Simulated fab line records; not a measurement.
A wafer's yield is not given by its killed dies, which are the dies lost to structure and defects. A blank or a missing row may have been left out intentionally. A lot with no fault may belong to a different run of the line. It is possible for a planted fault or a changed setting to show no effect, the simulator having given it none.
Check for tools in common / flow nandHarc / Sample size 12 lots and 36 wafers

== THE REASON FOR OPENING IT ==
At NHARC_A_CONTACT_CD_MEAS_08 the reading cdNm is flagged on 2 of 12 lots. Fault-free wafers read 99.9 nm, with a standard deviation of 0.66.
Rule: a lot is flagged in two cases, either no wafer of it has a number, or all its wafers with numbers fall more than 4 standard deviations from that mean. The other lots count as sound.

lot=L749; measured=day 17 09:37; on=cdSem-01; cdNm (nm), wafer by wafer=100.1 100.3 100.5; flag=
lot=L748; measured=day 17 12:16; on=cdSem-02; cdNm (nm), wafer by wafer=101.0 101.4 101.6; flag=
lot=L745; measured=day 17 13:09; on=cdSem-03; cdNm (nm), wafer by wafer=99.9 99.7 99.1; flag=
lot=L750; measured=day 17 15:20; on=cdSem-02; cdNm (nm), wafer by wafer=99.7 99.3 98.9; flag=
lot=L752; measured=day 18 09:55; on=cdSem-01; cdNm (nm), wafer by wafer=100.5 100.9 100.7; flag=
lot=L753; measured=day 18 22:56; on=cdSem-03; cdNm (nm), wafer by wafer=99.4 98.9 98.7; flag=
lot=L756; measured=day 19 15:14; on=cdSem-02; cdNm (nm), wafer by wafer=100.3 100.2 100.4; flag=
lot=L755; measured=day 19 16:30; on=cdSem-02; cdNm (nm), wafer by wafer=99.7 100.2 100.4; flag=
lot=L759; measured=day 20 09:30; on=cdSem-03; cdNm (nm), wafer by wafer=100.1 100.0 100.4; flag=
lot=L758; measured=day 20 15:51; on=cdSem-03; cdNm (nm), wafer by wafer=121.1 120.3 120.8; flag=FLAGGED
lot=L763; measured=day 21 13:56; on=cdSem-02; cdNm (nm), wafer by wafer=117.8 117.3 117.0; flag=FLAGGED
lot=L767; measured=day 22 05:01; on=cdSem-02; cdNm (nm), wafer by wafer=100.2 99.6 100.1; flag=
The mean of the flagged lots' numbers is 119.0 nm, +19.1 nm from the usual (+29 standard deviations).

== WHICH TOOL EACH LOT WENT THROUGH ==
The record holds 3 process steps before the reading, out of a route of 1159 steps. In each cell: the tool, then ch and the chambers that the sampled wafers went through, then the start.
lot=L749; flag=; NHARC_A_CONTACT_ETCH_128=harCapEtch-01 ch 0,1, day 17 04:49; NHARC_A_CONTACT_ETCH_106=rieDiel-11 ch 1,2, day 17 06:58; NHARC_A_CONTACT_EXPOSE_05=arfiScanner-02 ch 0, day 17 09:28
lot=L748; flag=; NHARC_A_CONTACT_ETCH_128=harCapEtch-02 ch 0, day 17 06:59; NHARC_A_CONTACT_ETCH_106=rieDiel-10 ch 0,2,3, day 17 08:51; NHARC_A_CONTACT_EXPOSE_05=arfiScanner-03 ch 0, day 17 12:07
lot=L745; flag=; NHARC_A_CONTACT_ETCH_128=harCapEtch-03 ch 0,1, day 17 08:31; NHARC_A_CONTACT_ETCH_106=rieDiel-08 ch 0,2, day 17 10:28; NHARC_A_CONTACT_EXPOSE_05=arfiScanner-01 ch 0, day 17 13:01
lot=L750; flag=; NHARC_A_CONTACT_ETCH_128=harCapEtch-01 ch 0,1, day 17 10:44; NHARC_A_CONTACT_ETCH_106=rieDiel-11 ch 1,2, day 17 12:38; NHARC_A_CONTACT_EXPOSE_05=arfiScanner-02 ch 0, day 17 15:12
lot=L752; flag=; NHARC_A_CONTACT_ETCH_128=harCapEtch-02 ch 0,1, day 18 05:26; NHARC_A_CONTACT_ETCH_106=rieDiel-10 ch 0,2,3, day 18 07:18; NHARC_A_CONTACT_EXPOSE_05=arfiScanner-03 ch 0, day 18 09:47
lot=L753; flag=; NHARC_A_CONTACT_ETCH_128=harCapEtch-02 ch 0,1, day 18 18:36; NHARC_A_CONTACT_ETCH_106=rieDiel-10 ch 1,2, day 18 20:22; NHARC_A_CONTACT_EXPOSE_05=arfiScanner-03 ch 0, day 18 22:49
lot=L756; flag=; NHARC_A_CONTACT_ETCH_128=harCapEtch-03 ch 0, day 19 10:44; NHARC_A_CONTACT_ETCH_106=rieDiel-08 ch 0,1,2, day 19 12:33; NHARC_A_CONTACT_EXPOSE_05=arfiScanner-03 ch 0, day 19 15:05
lot=L755; flag=; NHARC_A_CONTACT_ETCH_128=harCapEtch-02 ch 0,1, day 19 11:01; NHARC_A_CONTACT_ETCH_106=rieDiel-11 ch 0,2,3, day 19 12:58; NHARC_A_CONTACT_EXPOSE_05=arfiScanner-02 ch 0, day 19 16:22
lot=L759; flag=; NHARC_A_CONTACT_ETCH_128=harCapEtch-01 ch 0,1, day 20 03:36; NHARC_A_CONTACT_ETCH_106=rieDiel-11 ch 0,2, day 20 05:53; NHARC_A_CONTACT_EXPOSE_05=arfiScanner-01 ch 0, day 20 09:22
lot=L758; flag=FLAGGED; NHARC_A_CONTACT_ETCH_128=harCapEtch-01 ch 0,1, day 20 11:14; NHARC_A_CONTACT_ETCH_106=rieDiel-08 ch 0,2,3, day 20 13:12; NHARC_A_CONTACT_EXPOSE_05=arfiScanner-03 ch 0, day 20 15:43
lot=L763; flag=FLAGGED; NHARC_A_CONTACT_ETCH_128=harCapEtch-03 ch 0,1, day 21 09:33; NHARC_A_CONTACT_ETCH_106=rieDiel-10 ch 0,2,3, day 21 11:17; NHARC_A_CONTACT_EXPOSE_05=arfiScanner-03 ch 0, day 21 13:49
lot=L767; flag=; NHARC_A_CONTACT_ETCH_128=harCapEtch-03 ch 0,1, day 22 00:00; NHARC_A_CONTACT_ETCH_106=rieDiel-08 ch 0,1,2, day 22 02:31; NHARC_A_CONTACT_EXPOSE_05=arfiScanner-02 ch 0, day 22 04:52
What these steps do:
- NHARC_A_CONTACT_ETCH_128: etches the open film in C4F8/O2/Ar, time 155 s, target depth 956 nm.
- NHARC_A_CONTACT_ETCH_106: etches the open film in CF4/O2, target depth 60 nm, overetch 6 nm, time 33 s.
- NHARC_A_CONTACT_EXPOSE_05: exposes mask A CC.
- NHARC_A_CONTACT_CD_MEAS_08: target cd 100 nm.

== FLAGGED AGAINST TOTAL, ONE TOOL AT A TIME (gauges that did the reading follow at the end) ==
step=NHARC_A_CONTACT_ETCH_128; tool=harCapEtch-01; lots run=4; flagged=1; share of the flagged lots=some; sound lots run after its first flagged lot=0
step=NHARC_A_CONTACT_ETCH_128; tool=harCapEtch-02; lots run=4; flagged=0; share of the flagged lots=none; sound lots run after its first flagged lot=-
step=NHARC_A_CONTACT_ETCH_128; tool=harCapEtch-03; lots run=4; flagged=1; share of the flagged lots=some; sound lots run after its first flagged lot=1 (L767)
step=NHARC_A_CONTACT_ETCH_106; tool=rieDiel-08; lots run=4; flagged=1; share of the flagged lots=some; sound lots run after its first flagged lot=1 (L767)
step=NHARC_A_CONTACT_ETCH_106; tool=rieDiel-10; lots run=4; flagged=1; share of the flagged lots=some; sound lots run after its first flagged lot=0
step=NHARC_A_CONTACT_ETCH_106; tool=rieDiel-11; lots run=4; flagged=0; share of the flagged lots=none; sound lots run after its first flagged lot=-
step=NHARC_A_CONTACT_EXPOSE_05; tool=arfiScanner-01; lots run=2; flagged=0; share of the flagged lots=none; sound lots run after its first flagged lot=-
step=NHARC_A_CONTACT_EXPOSE_05; tool=arfiScanner-02; lots run=4; flagged=0; share of the flagged lots=none; sound lots run after its first flagged lot=-
step=NHARC_A_CONTACT_EXPOSE_05; tool=arfiScanner-03; lots run=6; flagged=2; share of the flagged lots=all; sound lots run after its first flagged lot=0
step=NHARC_A_CONTACT_CD_MEAS_08; tool=cdSem-01; lots run=2; flagged=0; share of the flagged lots=none; sound lots run after its first flagged lot=-
step=NHARC_A_CONTACT_CD_MEAS_08; tool=cdSem-02; lots run=6; flagged=1; share of the flagged lots=some; sound lots run after its first flagged lot=1 (L767)
step=NHARC_A_CONTACT_CD_MEAS_08; tool=cdSem-03; lots run=4; flagged=1; share of the flagged lots=some; sound lots run after its first flagged lot=0

== WHAT THE TABLE ALLOWS ==
All flagged lots share 1 row of the table, namely arfiScanner-03 at NHARC_A_CONTACT_EXPOSE_05.
- arfiScanner-03 at NHARC_A_CONTACT_EXPOSE_05: 2 of its 6 lots flagged. Last sound lot L756 at day 19 15:05, first flagged lot L758 at day 20 15:43; a fault beginning in between fits. Its own readings (exposureDoseMJCm2) fall more than 4 standard deviations out on all wafers of the flagged lots.
What remains is a single tool, arfiScanner-03 at NHARC_A_CONTACT_EXPOSE_05.

== WHAT THE SIMULATOR PUT IN ==
Process parameter drift: arfiScanner-03, from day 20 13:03 on, at NHARC_A_CONTACT_EXPOSE_05. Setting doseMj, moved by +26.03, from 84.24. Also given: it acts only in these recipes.
Lots struck among those shown: L758, L763. This agrees with what the rule above found.
